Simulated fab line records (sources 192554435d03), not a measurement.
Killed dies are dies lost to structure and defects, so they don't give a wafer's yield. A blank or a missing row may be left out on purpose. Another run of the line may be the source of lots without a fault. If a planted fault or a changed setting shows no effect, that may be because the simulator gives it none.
fab line records | flow n5Finfet
[record] lots = 8 wafers = 24 lastDay = 18
route steps=1938 shown BEOL_M0_SAQP@692 BEOL_M0_CUTY@711 BEOL_M0@720 BEOL_M4@1111 PASSIVATION@1936
lots with no fault: from the same line, run without faults
startH: the number of hours between the record's first day and the start of the first shown wafer of the lot | waitH: hours elapsed since this lot's preceding step | " unchanged from the row above | L1.1+2: a single row standing in for several wafers | - value missing, or start not given | * or withheld: withheld | < > ~ a bound
route shown NAME@n: a module of which the file shows steps, and the number in the route of the first | usual: average and standard deviation across the fault-free wafers | same: alike in all rows | chamber/n: place in a boat | sites: readings site by site | _std_site: standard deviation across them | _edge_site: inner sites' mean taken away from outer sites' mean | radiusMm: for every site, how far away it sits from the centre of the wafer | mask NAME#n: copy n | behind: the most recent tool/chamber to have shaped the wafer | hold: the reason the lot was held/the length of the hold in hours/how it ended | device: transistor that didn't switch, given as n, p or np | end of line: the same wafers' tests at the end of the route | a step with no rows: only its recipe | killed: dies that structure and defects cost at the first sort, which is not the same as the wafer's yield | map: shows each die of a wafer: x if killed, . if not, _ if none is there
set.NAME: the run value of the setting; set.NAME@STEP: its run value at that earlier step | model.NAME: the simulator's own value behind a step, which no gauge read
a sample of lots followed through the steps of the route, with each step as a table and each wafer as a row
services: a tool's chamber out of use, with start hour (startH, from the record's first day; less than 0 if before it), hours out, and reason
[[steps]]
[step N5_BEOL_M0_SAQP_DESCUM_45]
[recipe] chemistry = O2 timeS = 7 sourcePowerW = 50 biasPowerW = 20 pressureMtorr = 20 rfFrequencyHz = 2.712e+07 tempC = 40 resist = CAR-EUV o2FlowSccm = 225
[usual] drypumpMotorCurrentA = 5.9/0.56 oesProductAu = 0.77/0.093 rfVppV = 243.4/1.3 showerheadPlenumPTorr = 2.10/0.059 throttleValvePct = 20.43/0.24
// columns lot.wafer tool chamber startH waitH drypumpMotorCurrentA oesProductAu rfHoursCounterH rfVppV showerheadPlenumPTorr throttleValvePct
L317.1 rieDiel-05 2 112.22 0.3 6.7 0.77 135 244.4 2.12 20.57
L317.3 " 1 " " 5.3 0.71 225 245.0 2.15 20.49
L317.4 " 3 " " 5.8 0.74 153 244.3 2.16 20.59
L319.4 rieDiel-03 1 126.24 0.0 5.3 0.76 156 244.6 2.10 20.89
L319.5 " 0 " " 5.9 0.69 - 242.7 2.03 20.79
L319.6 " 1 " " 5.4 0.77 - 244.2 2.10 20.87
L321.1 rieDiel-02 0 141.41 0.0 5.2 0.71 216 244.5 2.12 20.15
L321.2 " 3 " " 6.2 0.68 217 243.4 2.18 20.57
L321.3 " 1 " " 6.3 0.85 51 242.9 2.14 20.11
L335.2 rieDiel-03 3 219.06 0.1 4.9 0.72 186 244.4 2.17 20.52
L335.3 " 2 " " 6.0 0.95 15 244.2 2.12 20.27
L335.5 " 3 " " 4.9 0.72 - 245.8 2.18 20.52
L336.2 rieDiel-05 1 226.41 0.0 5.3 0.99 3 244.6 2.14 20.32
L336.5 " 1 " " 5.3 0.99 - 244.1 2.14 20.32
L336.6 " 0 " " 6.6 0.75 - 240.7 2.02 20.22
L338.1 rieDiel-03 0 244.16 0.0 5.9 0.92 33 241.7 2.02 20.30
L338.2 " 3 " " 4.8 0.72 194 243.4 2.17 20.55
L338.3 " 1 " " 5.4 0.71 199 242.6 2.08 20.94
L339.3 rieDiel-03 0 246.91 0.0 5.9 0.90 34 242.7 2.02 20.31
L339.5 " 3 " " 4.8 0.71 - 244.3 2.17 20.54
L339.6 " 2 " " 6.0 0.94 - 244.2 2.12 20.28
L340.1 rieDiel-03 1 250.78 0.0 5.3 0.71 201 243.0 2.08 20.95
L340.3 " 0 " " 5.9 0.92 35 242.3 2.02 20.33
L340.4 " 2 " " 6.0 0.94 25 244.3 2.12 20.29
[step N5_BEOL_M0_CUTY_DESCUM_61]
[recipe] chemistry = O2 timeS = 7.9 sourcePowerW = 50 biasPowerW = 20 pressureMtorr = 20 rfFrequencyHz = 2.712e+07 tempC = 40 resist = CAR-ArF-block o2FlowSccm = 225
[usual] drypumpMotorCurrentA = 5.6/0.45 oesProductAu = 0.81/0.087 rfVppV = 243.3/1.5 showerheadPlenumPTorr = 2.11/0.076 throttleValvePct = 20.31/0.2
// columns lot.wafer tool chamber startH waitH drypumpMotorCurrentA oesProductAu rfHoursCounterH rfVppV showerheadPlenumPTorr throttleValvePct
L317.1 rieDiel-01 3 113.52 0.0 6.1 0.70 226 243.5 2.04 20.43
L317.3 " 0 " " 5.2 0.86 47 243.5 2.22 20.36
L317.4 " 1 " " 5.3 0.73 229 242.1 2.04 20.56
L319.4 rieDiel-01 1 128.19 0.7 5.3 0.72 235 242.5 2.04 20.57
L319.5 " 0 " " 5.1 0.85 - 245.3 2.22 20.37
L319.6 " 3 " " 6.1 0.70 - 243.2 2.04 20.43
L321.1 rieDiel-06 0 143.06 0.4 5.2 0.72 191 245.4 2.14 19.96
L321.2 " 1 " " 6.4 0.91 12 245.6 2.24 20.34
L321.3 " 3 " " 5.1 0.93 36 242.1 2.06 20.45
L335.2 rieDiel-06 1 220.77 0.3 6.4 0.85 40 246.2 2.23 20.38
L335.3 " 2 " " 5.8 0.83 79 244.3 2.09 20.11
L335.5 " 0 " " 5.2 0.70 - 245.5 2.13 20.04
L336.2 rieDiel-01 3 228.03 0.0 6.1 0.98 1 243.9 2.03 19.82
L336.5 " 2 " " 5.6 0.84 - 243.5 2.05 20.36
L336.6 " 3 " " 6.2 0.99 - 242.7 2.03 19.80
L338.1 rieDiel-06 0 245.46 0.0 5.2 0.70 228 245.1 2.13 20.04
L338.2 " 3 " " 5.0 0.87 71 241.0 2.05 20.51
L338.3 " 2 " " 5.8 0.82 86 244.6 2.09 20.12
L339.3 rieDiel-01 1 248.41 0.3 5.3 0.98 0 243.7 2.03 20.19
L339.5 " 2 " " 5.6 0.83 - 241.8 2.04 20.36
L339.6 " 3 " " 6.1 0.96 - 242.9 2.03 19.84
L340.1 rieDiel-01 2 252.45 0.0 5.6 0.82 83 241.6 2.04 20.38
L340.3 " 1 " " 5.3 0.97 2 241.0 2.03 20.21
L340.4 " 3 " " 6.1 0.94 10 242.6 2.03 19.84
[step N5_BEOL_M0_ETCH_128]
[recipe] chemistry = CF4/N2 targetDepthA = 120 overetchA = 51 target = SiCN timeS = 21.4 ionEnergyEv = 150 pressureMtorr = 40 sourceW = 430 biasW = 70 Ar_flow_sccm = 100 cf4FlowSccm = 60 n2FlowSccm = 60
[usual] biasW = 69.99/0.2 cf4FlowSccm = 60.00/0.18 drypumpMotorCurrentA = 5.7/0.43 oesProductAu = 0.55/0.055 rfVppV = 382.4/1.9 showerheadPlenumPTorr = 2.21/0.069 throttleValvePct = 15.34/0.17
// columns lot.wafer tool chamber startH waitH biasW cf4FlowSccm drypumpMotorCurrentA oesProductAu rfHoursCounterH rfVppV showerheadPlenumPTorr throttleValvePct
L317.1 rieDiel-04 1 120.68 0.0 70.04 59.80 5.9 0.47 222 384.5 2.27 15.70
L317.3 " 3 " " 69.97 59.83 5.1 0.58 73 380.5 2.14 15.42
L317.4 " 0 " " 69.91 60.21 6.0 0.56 100 380.1 2.15 15.20
L319.4 rieDiel-04 3 129.62 0.8 70.22 60.34 5.1 0.58 73 379.2 2.14 15.41
L319.5 " 3 " " 70.10 60.09 5.1 0.59 - 380.9 2.14 15.41
L319.6 " 2 " " 70.23 59.74 6.0 0.50 - 383.0 2.20 15.21
L321.1 rieDiel-06 0 144.69 0.1 70.26 59.99 5.2 0.50 192 384.7 2.29 15.28
L321.2 " 2 " " 70.15 59.88 5.8 0.59 51 383.9 2.24 15.24
L321.3 " 3 " " 70.20 60.05 5.1 0.62 36 381.4 2.16 15.37
L335.2 rieDiel-04 3 223.84 0.3 - - - - - - - -
L335.3 " 2 " " - - - - - - - -
L335.5 " 2 " " - - - - - - - -
L336.2 rieDiel-06 2 230.69 0.0 - - - - - - - -
L336.5 " 3 " " - - - - - - - -
L336.6 " 0 " " - - - - - - - -
L338.1 rieDiel-06 3 248.91 0.6 70.15 60.00 5.0 0.59 72 381.3 2.15 15.43
L338.2 " 1 " " 69.90 60.14 6.4 0.60 48 385.0 2.32 15.27
L338.3 " 2 " " 69.89 59.93 5.8 0.57 87 383.2 2.23 15.31
L339.3 rieDiel-01 1 253.39 0.0 70.19 59.83 5.3 0.66 2 380.7 2.16 15.28
L339.5 " 2 " " 70.10 59.96 5.6 0.58 - 381.2 2.13 15.23
L339.6 " 3 " " 69.87 59.81 6.1 0.65 - 382.1 2.16 14.99
L340.1 rieDiel-04 2 253.42 0.0 69.93 60.16 6.0 0.48 215 382.1 2.18 15.31
L340.3 " 1 " " 69.97 59.84 5.9 0.60 15 384.0 2.26 15.28
L340.4 " 0 " " 70.24 60.03 6.0 0.52 149 379.1 2.13 15.29
[step N5_BEOL_M0_TRENCH_ETCH_107]
[recipe] chemistry = C4F6/O2 targetDepthA = 328 target = SiOC timeS = 16.4 ionEnergyEv = 250 pressureMtorr = 30 sourceW = 355 biasW = 185 Ar_flow_sccm = 300 C4F6_flow_sccm = 10 O2_flow_sccm = 10
[usual] C4F6_flow_sccm = 10.00/0.031 O2_flow_sccm = 9.999/0.03 drypumpMotorCurrentA = 5.7/0.43 oesProductAu = 0.80/0.084 rfVppV = 658/19 showerheadPlenumPTorr = 2.85/0.089 throttleValvePct = 20.74/0.21
// columns lot.wafer tool chamber startH waitH C4F6_flow_sccm O2_flow_sccm drypumpMotorCurrentA oesProductAu rfHoursCounterH rfVppV showerheadPlenumPTorr throttleValvePct
L317.1 rieDiel-04 1 120.73 0.0 10.03 10.014 5.9 0.69 222 697 2.94 21.19
L317.3 " 3 " " 10.00 10.008 5.2 0.84 73 643 2.78 20.98
L317.4 " 0 " " 10.01 9.999 5.9 0.81 100 647 2.78 20.67
L319.4 rieDiel-04 3 129.66 0.0 10.01 10.019 5.1 0.84 73 643 2.78 20.98
L319.5 " 3 " " 9.95 10.016 5.1 0.83 - 643 2.78 20.97
L319.6 " 2 " " 10.06 10.051 6.0 0.72 - 653 2.82 20.46
L321.1 rieDiel-06 0 144.73 0.0 10.00 10.034 5.2 0.72 192 644 2.95 20.64
L321.2 " 2 " " 9.97 10.060 5.8 0.89 51 662 2.89 20.70
L321.3 " 3 " " 9.98 10.017 5.1 0.89 36 641 2.78 20.77
L335.2 rieDiel-04 3 223.89 0.0 10.03 10.017 5.2 0.81 104 642 2.77 21.02
L335.3 " 2 " " 9.99 9.996 6.0 0.70 205 654 2.81 20.51
L335.5 " 2 " " 10.01 9.989 6.0 0.70 - 653 2.81 20.52
L336.2 rieDiel-06 2 230.73 0.0 9.97 9.945 5.8 0.85 81 661 2.88 20.74
L336.5 " 3 " " 9.98 9.980 5.1 0.84 - 643 2.77 20.83
L336.6 " 0 " " 10.00 10.005 5.2 0.70 - 642 2.94 20.70
L338.1 rieDiel-06 3 248.95 0.0 10.02 10.001 5.1 0.84 72 642 2.76 20.83
L338.2 " 1 " " 9.96 10.004 6.4 0.87 48 639 2.98 20.62
L338.3 " 2 " " 10.04 9.957 5.8 0.85 87 662 2.88 20.74
L339.3 rieDiel-01 1 253.43 0.0 9.97 9.940 5.3 0.96 2 677 2.79 20.81
L339.5 " 2 " " 9.96 10.030 5.6 0.82 - 641 2.75 20.63
L339.6 " 3 " " 9.99 9.979 6.1 0.96 - 672 2.75 20.26
L340.1 rieDiel-04 2 253.46 0.0 9.96 9.992 6.0 0.68 215 652 2.80 20.52
L340.3 " 1 " " 10.00 9.971 5.9 0.92 15 696 2.92 20.89
L340.4 " 0 " " 9.97 9.981 5.9 0.76 149 647 2.75 20.76
[step N5_BEOL_M4_RC_MEAS_101]
[usual] DIBL_N = 36.4/2.7 DIBL_P = 36/3.2 IOFF_N = 0.16/0.046 IOFF_P = 0.21/0.055 ION_N = 677/15 ION_P = 464/11 SS_N = 71.5/0.79 SS_P = 73.3/0.93 VT_N = 250/4.1 VT_P = -251/4.4
// columns lot.wafer tool chamber startH waitH DIBL_N[mV/V] DIBL_P[mV/V] IOFF_N[nA/um] IOFF_P[nA/um] ION_N[uA/um] ION_P[uA/um] SS_N[mV/dec] SS_P[mV/dec] VT_N[mV] VT_P[mV]
L317.1 prober-01 0 164.22 0.2 34.9 35 0.14 0.22 670 466 72.1 73.6 251 -247
L317.3 " 0 " " 36.4 37 0.18 0.26 683 472 72.4 73.2 247 -245
L317.4 " 0 " " 39.0 41 0.23 0.35 690 470 72.5 75.1 247 -240
L319.4 prober-02 0 201.23 0.5 36.1 36 0.15 0.20 674 469 70.7 72.6 250 -248
L319.5 " 0 " " 37.3 37 0.18 0.23 681 471 71.8 74.1 247 -250
L319.6 " 0 " " 37.3 38 0.18 0.24 689 474 71.7 73.8 246 -248
L321.1 prober-02 0 206.75 0.0 31.4 29 0.09 0.13 648 452 69.9 71.0 256 -257
L321.2 " 0 " " 36.5 36 0.17 0.21 691 470 71.7 72.6 246 -249
L321.3 " 0 " " 35.3 34 0.14 0.18 677 463 71.3 72.5 252 -253
L338.1 prober-02 0 316.62 0.0 36.8 37 0.19 0.23 697 475 71.2 72.9 246 -248
L338.2 " 0 " " 37.1 38 0.20 0.23 694 466 71.2 73.8 246 -253
L338.3 " 0 " " 37.0 38 0.17 0.23 673 466 71.6 74.1 247 -251
L339.3 prober-02 0 319.36 0.3 40.0 38 0.21 0.22 677 457 72.4 73.5 249 -253
L339.5 " 0 " " 36.7 34 0.14 0.16 659 448 71.2 72.5 253 -257
L339.6 " 0 " " 41.0 40 0.23 0.25 689 467 72.3 74.2 247 -252
L340.1 prober-01 0 319.44 0.0 28.6 29 0.06 0.09 633 435 70.3 70.7 264 -265
L340.3 " 0 " " 32.5 32 0.11 0.12 658 440 71.0 71.9 256 -259
L340.4 " 0 " " 32.1 33 0.11 0.13 677 462 70.6 71.7 253 -259
[step N5_PASSIVATION_PROBE_49]
[usual] defectLimitedYield = 91.1/1.4 killed_at_M0_to_M3 = 34/9.7 killed_at_M4_up = 13/5.1 killedAtContacts = 14/6.3 killedAtFrontEnd = 40/11 killedAtOther = 3.5/2.7 killedDies = 105/16 killedOnRim = 13/4.1 killedOpen = 70/12 killedShort = 34/7.8 sort_bin_4_leakage = 0.02/0.13 sort_bin_5_function = 5.2/0.88 sort_bin_6_memory = 3.3/0.7 sort_bin_8_speed = 0.1/0.62 sortNPass = 1074/17 sortYieldPct = 91.0/1.5
[same] grossDies = 1180 killedAtBackSide = 0
// columns lot.wafer tool chamber startH waitH defectLimitedYield[%] killed_at_M0_to_M3 killed_at_M4_up killedAtContacts killedAtFrontEnd killedAtOther killedDies killedOnRim killedOpen killedShort sort_bin_4_leakage[%] sort_bin_5_function[%] sort_bin_6_memory[%] sort_bin_8_speed[%] sortNPass sortYieldPct[%]
L321.1 prober-01 - 307.65 0.0 91.7 42 16 13 26 1 98 16 62 34 0 4.5 3.4 0 1082 91.7
L321.2 prober-01 - 307.70 0.1 92.1 35 19 7 30 2 93 9 63 30 0 5.3 2.3 0 1087 92.1
L321.3 prober-01 - 307.75 0.1 90.5 35 16 20 39 2 112 11 75 35 0 4.4 4.7 0 1068 90.5
L335.2 prober-01 - 388.04 0.1 0 1120 14 17 26 3 1180 152 62 28 0 97.0 2.8 0 0 0
L335.3 prober-01 - 388.09 0.1 0 1111 7 20 37 5 1180 152 55 29 0 96.3 3.3 0 0 0
L335.5 prober-01 - 388.19 0.2 0 1104 8 14 47 7 1180 152 56 57 0 95.9 3.4 0 0 0
L336.2 prober-01 - 398.84 0.1 0 1115 6 14 43 2 1180 152 75 29 0 96.9 2.8 0 0 0
L336.5 prober-01 - 398.99 0.2 0 1136 8 13 15 8 1180 152 50 27 0 97.3 2.5 0 0 0
L336.6 prober-01 - 399.04 0.3 0 1116 12 16 22 14 1180 152 62 38 0 96.5 3.0 0 0 0
// killed by level:class
L321.1 BEOL_M0_SAQP:geometricParticle:short=12 BEOL_M3:geometricParticle:open=10 MOL_CONTACT_COAG:geometricParticle:open=9 BEOL_M0_SAQP:geometricParticle:open=9 BEOL_M4:geometricParticle:open=9 FIN_SAQP:geometricParticle:short=4 FIN_SAQP:geometricParticle:open=4 STI_FIN_REVEAL:geometricParticle:open=4
L321.2 STI_FIN_REVEAL:geometricParticle:open=10 BEOL_M4:geometricParticle:open=9 BEOL_M0_SAQP:geometricParticle:short=8 FIN_SAQP:geometricParticle:open=7 MOL_CONTACT_COAG:geometricParticle:open=7 BEOL_M0_SAQP:geometricParticle:open=7 BEOL_M3:geometricParticle:open=6 BEOL_M2:geometricParticle:open=6
L321.3 MOL_CONTACT_COAG:geometricParticle:open=17 STI_FIN_REVEAL:geometricParticle:open=16 BEOL_M0_SAQP:geometricParticle:short=11 BEOL_M4:geometricParticle:open=10 BEOL_M0_SAQP:geometricParticle:open=7 BEOL_M2:geometricParticle:open=5 BEOL_M3:geometricParticle:open=4 GATE_CUT:geometricParticle:short=4
L335.2 BEOL_M0:areaEtch=1090 MOL_CONTACT_COAG:geometricParticle:open=13 STI_FIN_REVEAL:geometricParticle:open=8 FIN_SAQP:geometricParticle:short=7 BEOL_M1:geometricParticle:open=7 FIN_SAQP:geometricParticle:open=4 MOL_CONTACT_COAG:geometricParticle:short=4 BEOL_M0_SAQP:geometricParticle:short=4
L335.3 BEOL_M0:areaEtch=1092 MOL_CONTACT_COAG:geometricParticle:open=17 FIN_SAQP:geometricParticle:short=9 STI_FIN_REVEAL:geometricParticle:open=7 BEOL_M0_SAQP:geometricParticle:short=6 DUMMY_GATE:geometricParticle:open=4 BEOL_M0:geometricParticle:open=4 MOL_CONTACT_COAG:geometricParticle:short=3
L335.5 BEOL_M0:areaEtch=1067 BEOL_M0_SAQP:geometricParticle:short=13 FIN_SAQP:geometricParticle:short=12 STI_FIN_REVEAL:geometricParticle:open=11 BEOL_M0_SAQP:geometricParticle:open=8 MOL_CONTACT_COAG:geometricParticle:short=7 MOL_CONTACT_COAG:geometricParticle:open=7 FIN_SAQP:geometricParticle:open=5
L336.2 BEOL_M0:areaEtch=1076 STI_FIN_REVEAL:geometricParticle:open=22 MOL_CONTACT_COAG:geometricParticle:open=12 BEOL_M3:geometricParticle:open=10 BEOL_M0_SAQP:geometricParticle:open=8 BEOL_M0_SAQP:geometricParticle:short=8 STI_FIN_REVEAL:geometricParticle:short=7 BEOL_M2:geometricParticle:open=5
L336.5 BEOL_M0:areaEtch=1098 BEOL_M0_SAQP:geometricParticle:short=12 MOL_CONTACT_COAG:geometricParticle:open=11 BEOL_M3:geometricParticle:open=9 BEOL_M0_SAQP:geometricParticle:open=8 MIM_TOP_ETCH:geometricParticle:short=4 ILD0:geometricParticle:short=3 BEOL_M1:geometricParticle:open=3
L336.6 BEOL_M0:areaEtch=1078 MOL_CONTACT_COAG:geometricParticle:open=13 BEOL_M1:geometricParticle:open=10 BEOL_M3:geometricParticle:open=6 GATE_CUT:geometricParticle:short=6 BEOL_M0_SAQP:geometricParticle:short=5 MIM_TOP_ETCH:geometricParticle:short=5 BEOL_M2:geometricParticle:open=5
[[services]]
// columns tool chamber startH hours kind
rieDiel-06 1 88.25 - clean
rieDiel-06 1 88.25 - consumableReplace:focusRing
rieDiel-06 1 88.25 - consumableReplace:showerhead
rieDiel-06 1 88.25 19.6 scheduledDown
rieDiel-06 1 88.25 19.6 ventCycle
rieDiel-05 3 120.53 12.2 repair
rieDiel-04 3 122.87 3.9 repair
rieDiel-04 - 126.60 2.8 pm
rieDiel-05 0 130.14 5.3 repair
rieDiel-01 - 144.78 4.3 pm
rieDiel-02 - 145.77 0.3 repair
rieDiel-06 3 173.08 5.7 repair
rieDiel-04 3 185.80 9.3 repair
rieDiel-04 1 195.45 - clean
rieDiel-04 1 195.45 - consumableReplace:focusRing
rieDiel-04 1 195.45 17.4 scheduledDown
rieDiel-04 1 195.45 17.4 ventCycle
rieDiel-01 3 205.59 - clean
rieDiel-01 3 205.59 - consumableReplace:focusRing
rieDiel-01 3 205.59 19.6 scheduledDown
rieDiel-01 3 205.59 19.6 ventCycle
rieDiel-06 - 221.57 2.8 pm
rieDiel-01 1 225.32 - clean
rieDiel-01 1 225.32 - consumableReplace:focusRing
[[key]]
[firstSign] step = N5_BEOL_M0_ETCH_128 reading = toolRecord direction = missing
[effect] step = N5_PASSIVATION_PROBE_49 reading = killed_at_M0_to_M3 direction = up sigmas = 99+ usual = 34 struck = 1117
[moreKillsBornAt] N5_BEOL_M0_ETCH_128@rieDiel-06 = 3252 N5_BEOL_M0_ETCH_128@rieDiel-04 = 3249
metAt N5_BEOL_M0_ETCH_128
struckLots L335,L336
laterRowsLeftOut L335.2,L335.3,L335.5,L336.2,L336.5,L336.6
notActingAt N5_BEOL_M0_SAQP_DESCUM_45,N5_BEOL_M0_CUTY_DESCUM_61,N5_BEOL_M0_TRENCH_ETCH_107
onsetBetween 144.69 223.84
[fault] kind = skippedStepWhole tool = rieDiel-04,rieDiel-06 chamber = - onsetH = 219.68 steps = N5_BEOL_M0_ETCH_128 scope = struckLotsOnly
// laterRowsLeftOut: the simulator's readings of these wafers behind a module that went badly wrong aren't trusted and aren't shown, but for the sort
